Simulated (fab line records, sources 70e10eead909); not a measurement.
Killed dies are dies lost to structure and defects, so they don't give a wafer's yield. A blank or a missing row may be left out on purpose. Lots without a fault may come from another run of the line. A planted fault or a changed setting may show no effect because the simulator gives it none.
Chamber matching | flow nand_harc | NHARC_P_STI_ETCH_15 on rie_si-05: 4 sister chambers
The step etches the open film in HBr/Cl2, target depth 300 nm, time 100.1 s. 4 wafers are shown with their chamber, then 11 later ones without.

WAFERS WITH THEIR CHAMBER
wafer  | chamber | drypump_motor_current_A (A)
L079.3 | 0       | 5.7
L080.2 | 1       | 6.7
L086.3 | 2       | 5.7
L090.2 | 3       | 5.0

WAFERS WITHOUT THEIR CHAMBER
wafer  | drypump_motor_current_A (A)
L090.3 | 5.7
L090.5 | 5.7
L095.1 | 6.7
L095.3 | 5.0
L095.4 | 5.7
L095.2 | 5.8
L095.5 | 6.7
L095.6 | 5.7
L097.1 | 5.0
L097.2 | 6.7
L097.5 | 5.7

WHICH CHAMBER EACH WENT THROUGH
wafer  | from the rows above     | in truth
L090.3 | can't be placed: 0 or 2 | 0
L090.5 | can't be placed: 0 or 2 | 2
L095.1 | 1                       | 1
L095.3 | 3                       | 3
L095.4 | can't be placed: 0 or 2 | 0
L095.2 | can't be placed: 0 or 2 | 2
L095.5 | 1                       | 1
L095.6 | can't be placed: 0 or 2 | 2
L097.1 | 3                       | 3
L097.2 | 1                       | 1
L097.5 | can't be placed: 0 or 2 | 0
Placed correctly: 5 of 11. Can't be placed from these rows: 6 (the true chamber is among the candidates in 6). Placed wrongly: 0.
How it was worked out, from the rows above alone: a wafer's distance from a chamber is the root of the sum, over the readings, of the square of ((its reading less the chamber's mean) divided by the reading's scatter). The wafer belongs to the nearest chamber; if the next one is less than 2 further off, it can't be placed. A chamber's mean is the mean of its shown wafers. The scatter: with one shown wafer a chamber, the root of the mean of the squares of how far each hidden wafer lies from its nearest shown one.
